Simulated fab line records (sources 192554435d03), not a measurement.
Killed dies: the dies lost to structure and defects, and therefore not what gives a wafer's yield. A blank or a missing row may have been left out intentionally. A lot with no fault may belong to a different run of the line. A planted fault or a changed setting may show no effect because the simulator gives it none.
fab line records + flow n5_finfet
[record]
- lots = 5
- wafers = 15
- last_day = 17
route steps=1938 shown BEOL_M9@1466 BEOL_M10@1470 PASSIVATION@1936
lots untouched by any fault: they come from a run of this same line in which no faults occurred
start_h: hours from the record's opening day to when the first of the lot's shown wafers began + wait_h: time in hours since the lot's previous step + " identical to the entry in the row above + L1.1+2: several wafers, shown together as one row + - either no value or no given start + * or withheld: withheld + < > ~ a bound
route shown NAME@n: NAME is a module with steps in the file, n the number in the route of the first one + usual: mean and standard deviation over wafers with no fault + same: alike in all rows + chamber/n: place in a boat + sites: readings site by site + _std_site: standard deviation across them + _edge_site: inner sites' mean taken away from outer sites' mean + radius_mm: how far each site lies from the wafer's centre + mask NAME#n: copy n + behind: tool/chamber where the wafer was last shaped + hold: cause of the lot's hold/its duration in hours/its outcome + device: transistor that didn't switch, given as n, p or np + end of line: the same wafers' tests at the end of the route + a step given without rows: its recipe and nothing more + killed: not the wafer's yield, but the dies lost to structure and defects at the first sort + map: dies across one wafer; x = killed, . = not, _ = none there
set.NAME: the setting the step ran with; set.NAME@STEP: the setting that earlier step ran with + model.NAME: the simulator's own value behind a step, which no gauge read
lots at selected steps of the route; one table per step, one row per wafer
services: when a tool's chamber went out of use (start_h, in hours from the record's first day, below 0 if earlier), for how many hours, and the reason
[[steps]]
[step N5_BEOL_M9_PRE_CLEAN_55]
[recipe]
- gas = NH3
- time_s = 15
- temp_c = withheld
- rf_power_w = 300
[step N5_BEOL_M9_DEP_56]
[recipe]
- material = SiCN
- target_thk_a = 150
- temp_c = withheld
- precursor = 3MS/NH3
- pressure_torr = 3
- rf_w = 202
- time_s = 26.5
[step N5_BEOL_M10_ILD_DEP_00]
[recipe]
- material = SiCOH_lowk
- target_thk_a = 3085.1
- temp_c = 300
- precursor = DEMS/porogen
- pressure_torr = 5
- rf_w = 500
- time_s = 58
[step N5_BEOL_M10_CURE_71]
[recipe]
- temp_c = 385
- time_s = 240
- ambient = He/Ar
- material = SiCOH_lowk
[step N5_BEOL_M10_PECVD_70]
[recipe]
- material = SiO2
- target_thk_a = 200
- temp_c = 400
- precursor = TEOS/O2
- pressure_torr = 5.5
- rf_w = 450
- teos_flow_sccm = 53.8
- gas = O2
- flow_sccm = 3000
- time_s = 22.7
[step N5_BEOL_M10_HM_DEP_02]
[recipe]
- material = TiN
- target_thk_a = 200
- temp_c = 25
- chamber_pressure_pa = 0.49996
[step N5_BEOL_M10_COAT_59]
[recipe]
- resist = SOC
- temp_c = 250
- time_s = 60
- spin_rpm = 1500
- resist_thk_nm = 100
[step N5_BEOL_M10_COAT_60]
[recipe]
- resist = SiARC
- temp_c = 220
- time_s = 60
- spin_rpm = 1500
- resist_thk_nm = 30
[step N5_BEOL_M10_COAT_05]
[recipe]
- resist = CAR-ArF
- spin_rpm = 1500
- resist_thk_nm = 90
[usual]
- dispense_pressure_kPa = 50/4.7
- resist_line_temp_C = 22.98/0.12
- spin_speed_rpm = 1499.8/1.1
| lot.wafer | tool           | chamber | start_h | wait_h | dispense_pressure_kPa | resist_line_temp_C | spin_speed_rpm | model.CAR-ArF_of_BEOL_M10_COAT_05.thk_nm |
|-----------|----------------|---------|---------|--------|-----------------------|--------------------|----------------|------------------------------------------|
| L882.4    | litho_track-02 | 0       | 311.39  | -      | 55                    | 23.09              | 1499.7         | 90.2                                     |
| L882.5    | "              | 0       | "       | "      | 55                    | 22.89              | 1499.2         | 90.2                                     |
| L882.6    | "              | 0       | "       | "      | 55                    | 23.09              | 1500.3         | 89.8                                     |
| L891.3    | litho_track-03 | 0       | 336.41  | -      | 46                    | 23.29              | 1501.0         | 89.6                                     |
| L891.5    | "              | 0       | "       | "      | 46                    | 23.20              | 1500.7         | 89.8                                     |
| L891.6    | "              | 0       | "       | "      | 46                    | 23.17              | 1501.6         | 90.2                                     |
| L890.1    | litho_track-02 | 0       | 339.41  | -      | 55                    | 23.16              | 1555.7         | 88.6                                     |
| L890.2    | "              | 0       | "       | "      | 55                    | 22.96              | 1555.9         | 88.6                                     |
| L890.3    | "              | 0       | "       | "      | 55                    | 22.89              | 1557.8         | 88.6                                     |
| L894.2    | litho_track-02 | 0       | 347.73  | -      | 55                    | 23.29              | 1555.3         | 88.4                                     |
| L894.4    | "              | 0       | "       | "      | 55                    | 23.16              | 1556.8         | 88.6                                     |
| L894.5    | "              | 0       | "       | "      | 55                    | 23.15              | 1555.7         | 88.6                                     |
| L892.2    | litho_track-02 | 0       | 361.49  | -      | 55                    | 22.96              | 1554.2         | 88.6                                     |
| L892.4    | "              | 0       | "       | "      | 55                    | 23.01              | 1557.7         | 88.4                                     |
| L892.6    | "              | 0       | "       | "      | 55                    | 22.81              | 1555.9         | 88.6                                     |
[step N5_BEOL_M10_EBR_07]
[recipe]
- solvent = PGMEA
- ebr_width_mm = 1.5
[step N5_BEOL_M10_SOFTBAKE_06]
[recipe]
- temp_c = 110
- time_s = 60
- resist = CAR-ArF
[step N5_BEOL_M10_EXPOSE_08]
[recipe]
- mask_id = M10
- na = 1.35
- source_shape = dipole
- sigma_inner = 0.411
- sigma_outer = 0.611
- polarization = te
- dose_mj = 53.75
[step N5_BEOL_M10_PEB_09]
[recipe]
- peb_temp_c = withheld
- peb_time_s = 60
- resist = CAR-ArF
[step N5_BEOL_M10_DEVELOP_10]
[recipe]
- develop_time_s = 30
- developer = TMAH
- resist = CAR-ArF
- rinse_liquid = diw
- dry = air_spin
- dev_temp_c = 23
[step N5_BEOL_M10_DESCUM_16]
[recipe]
- chemistry = O2
- time_s = 7.9
- source_power_w = 50
- bias_power_w = 20
- pressure_mtorr = 20
- rf_frequency_hz = 2.712e+07
- temp_c = 40
- resist = CAR-ArF
- o2_flow_sccm = 225
[step N5_BEOL_M10_ETCH_61]
[recipe]
- chemistry = CF4
- target = SiARC
- target_depth_a = 390
- mask_material = CAR-ArF
- time_s = 65
- ion_energy_ev = 80
- pressure_mtorr = 40
- source_w = 545
- bias_w = 36
- Ar_flow_sccm = 100
- cf4_flow_sccm = 100
- ends = cleared
[usual]
- drypump_motor_current_A = 5.6/0.46
- etch_rf_on_time_s = 64.5/1.7
- oes_product_au = 0.69/0.067
- rf_vpp_V = 184.3/1
- showerhead_plenum_p_Torr = 2.16/0.061
- throttle_valve_pct = 15.57/0.23
| lot.wafer | tool        | chamber | start_h | wait_h | drypump_motor_current_A | etch_rf_on_time_s | oes_product_au | rf_hours_counter_h | rf_vpp_V | showerhead_plenum_p_Torr | throttle_valve_pct | model.CAR-ArF_of_BEOL_M10_COAT_05.thk_nm |
|-----------|-------------|---------|---------|--------|-------------------------|-------------------|----------------|--------------------|----------|--------------------------|--------------------|------------------------------------------|
| L882.4    | rie_diel-02 | 2       | 311.77  | 0.0    | 5.2                     | 64.6              | 0.62           | 169                | 184.1    | 2.20                     | 15.42              | 55.6                                     |
| L882.5    | "           | 1       | "       | "      | 5.5                     | 64.7              | 0.78           | -                  | 183.9    | 2.10                     | 15.58              | 55.8                                     |
| L882.6    | "           | 0       | "       | "      | 6.3                     | 63.2              | 0.67           | -                  | 185.1    | 2.15                     | 15.93              | 55                                       |
| L891.3    | rie_diel-04 | 1       | 337.06  | 0.0    | 5.7                     | 62.8              | 0.61           | 233                | 184.4    | 2.11                     | 15.84              | 55.2                                     |
| L891.5    | "           | 1       | "       | "      | 5.7                     | 62.7              | 0.62           | -                  | 183.7    | 2.11                     | 15.84              | 55.2                                     |
| L891.6    | "           | 0       | "       | "      | 5.8                     | 60.8              | 0.85           | -                  | 184.2    | 2.19                     | 15.18              | 55.6                                     |
| L890.1    | rie_diel-02 | 1       | 340.13  | 0.0    | 5.5                     | 64.9              | 0.75           | 41                 | 182.0    | 2.10                     | 15.59              | 54                                       |
| L890.2    | "           | 0       | "       | "      | 6.3                     | 63.3              | 0.67           | 138                | 185.6    | 2.15                     | 15.96              | 53.8                                     |
| L890.3    | "           | 2       | "       | "      | 5.2                     | 65.2              | 0.61           | 180                | 185.1    | 2.20                     | 15.45              | 54                                       |
| L894.2    | rie_diel-03 | 0       | 348.62  | 0.0    | 5.0                     | 63.0              | 0.68           | 97                 | 183.8    | 2.15                     | 15.61              | 53.8                                     |
| L894.4    | "           | 1       | "       | "      | 5.8                     | 67.5              | 0.76           | 20                 | 184.4    | 2.10                     | 15.12              | 54.2                                     |
| L894.5    | "           | 3       | "       | "      | 4.8                     | 64.6              | 0.71           | -                  | 184.7    | 2.26                     | 15.47              | 54.2                                     |
| L892.2    | rie_diel-02 | 0       | 362.03  | 0.0    | 6.3                     | 63.6              | 0.64           | 150                | 183.7    | 2.15                     | 15.96              | 54                                       |
| L892.4    | "           | 2       | "       | "      | 5.2                     | 64.6              | 0.61           | -                  | 185.7    | 2.20                     | 15.48              | 53.8                                     |
| L892.6    | "           | 1       | "       | "      | 5.5                     | 64.5              | 0.75           | -                  | 184.0    | 2.10                     | 15.62              | 54.2                                     |
[step N5_BEOL_M10_ETCH_62]
[recipe]
- chemistry = N2/H2
- target = SOC
- target_depth_a = 1100
- overetch_a = 220
- mask_material = SiARC
- temp_c = 40
- time_s = 165
- ion_energy_ev = 200
- pressure_mtorr = 30
- source_w = 840
- bias_w = 150
- n2_flow_sccm = 200
- h2_flow_sccm = 200
[step N5_PASSIVATION_PROBE_49]
[usual]
- defect_limited_yield = 91.2/1.4
- killed_at_M0_to_M3 = 34/9.3
- killed_at_M4_up = 14/5.9
- killed_at_contacts = 14/5.7
- killed_at_front_end = 38/10
- killed_at_other = 4/3.2
- killed_dies = 104/17
- killed_open = 67/13
- killed_short = 33/6.9
- sort_bin_5_function = 5.2/1
- sort_bin_6_memory = 3.3/0.61
- sort_n_pass = 1069/52
- sort_yield_pct = 91/4.4
[same]
- gross_dies = 1180
- killed_at_back_side = 0
- sort_bin_4_leakage[%] = 0
- sort_bin_8_speed[%] = 0
| lot.wafer | tool      | chamber | start_h | wait_h | defect_limited_yield[%] | killed_at_M0_to_M3 | killed_at_M4_up | killed_at_contacts | killed_at_front_end | killed_at_other | killed_dies | killed_open | killed_short | sort_bin_5_function[%] | sort_bin_6_memory[%] | sort_n_pass | sort_yield_pct[%] |
|-----------|-----------|---------|---------|--------|-------------------------|--------------------|-----------------|--------------------|---------------------|-----------------|-------------|-------------|--------------|------------------------|----------------------|-------------|-------------------|
| L892.2    | prober-02 | -       | 416.78  | 0.1    | 89.9                    | 55                 | 6               | 23                 | 30                  | 5               | 119         | 56          | 45           | 6.0                    | 3.6                  | 1061        | 90                |
| L892.4    | prober-02 | -       | 416.88  | 0.2    | 91.6                    | 49                 | 12              | 12                 | 23                  | 3               | 99          | 66          | 29           | 5.7                    | 2.5                  | 1081        | 92                |
| L892.6    | prober-02 | -       | 416.98  | 0.3    | 86.4                    | 43                 | 5               | 26                 | 27                  | 59              | 160         | 62          | 20           | 11.8                   | 1.6                  | 1020        | 86                |
// killed by level:class
L892.2 BEOL_M1:geometric_particle:open=20 MOL_CONTACT_COAG:area_etch=15 GATE_CUT:geometric_particle:short=8 BEOL_M0_SAQP:geometric_particle:short=8 BEOL_M2:geometric_particle:open=6 MOL_CONTACT_COAG:geometric_particle:open=5 BEOL_M3:geometric_particle:open=5 FIN_SAQP:geometric_particle:short=4
L892.4 BEOL_M2:geometric_particle:open=12 MOL_CONTACT_COAG:geometric_particle:open=11 BEOL_M0_SAQP:geometric_particle:short=9 STI_FIN_REVEAL:geometric_particle:open=8 BEOL_M3:geometric_particle:open=8 BEOL_M0_SAQP:geometric_particle:open=7 BEOL_M1:geometric_particle:open=5 FIN_SAQP:geometric_particle:open=4
L892.6 PASSIVATION:area_etch=53 MOL_CONTACT_COAG:area_etch=20 BEOL_M0_SAQP:geometric_particle:open=12 BEOL_M1:geometric_particle:open=10 FIN_SAQP:geometric_particle:open=7 BEOL_M0_SAQP:geometric_particle:short=7 MOL_CONTACT_COAG:geometric_particle:open=6 DUMMY_GATE:geometric_particle:open=5
[[services]]
| tool        | chamber | start_h | hours | kind                          |
|-------------|---------|---------|-------|-------------------------------|
| rie_diel-04 | 0       | 302.78  | -     | clean                         |
| rie_diel-04 | 0       | 302.78  | -     | consumable_replace:focus_ring |
| rie_diel-04 | 0       | 302.78  | 21.6  | scheduled_down                |
| rie_diel-04 | 0       | 302.78  | 21.6  | vent_cycle                    |
| rie_diel-02 | 3       | 333.88  | 28.2  | repair                        |
| rie_diel-03 | 1       | 359.08  | 5.1   | repair                        |
[[key]]
[first_sign]
- step = N5_BEOL_M10_COAT_05
- reading = spin_speed_rpm
- direction = up
- sigmas = 50
- usual = *
- struck = *
effect none on later readings
[model_effect]
- step = N5_BEOL_M10_COAT_05
- value = CAR-ArF_of_BEOL_M10_COAT_05.thk_nm
- without = 90.16
- struck = 88.56
[model_effect]
- step = N5_BEOL_M10_ETCH_61
- value = CAR-ArF_of_BEOL_M10_COAT_05.thk_nm
- without = 55.69
- struck = 54
met_at N5_BEOL_M10_COAT_05
struck_wafers L890.1,L890.2,L890.3,L892.2,L892.4,L892.6,L894.2,L894.4,L894.5
[baseline_loss]
- step = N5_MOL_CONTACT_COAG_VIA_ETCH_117
- wafers = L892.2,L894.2
[baseline_loss]
- step = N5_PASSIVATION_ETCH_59
- wafers = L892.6
onset_between 311.39 339.41
[fault]
- kind = process_parameter_drift
- tool = litho_track-02
- chamber = -
- onset_h = 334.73
- steps = N5_BEOL_M10_COAT_05
- channel = spin_rpm
- offset = *
- shape = step
- end_h = 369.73
- acts_in = *
- stated = *
// baseline_loss: these wafers lose ten dies or more at that step, a loss of the line's own and not of a fault; the sort's usual values leave them out
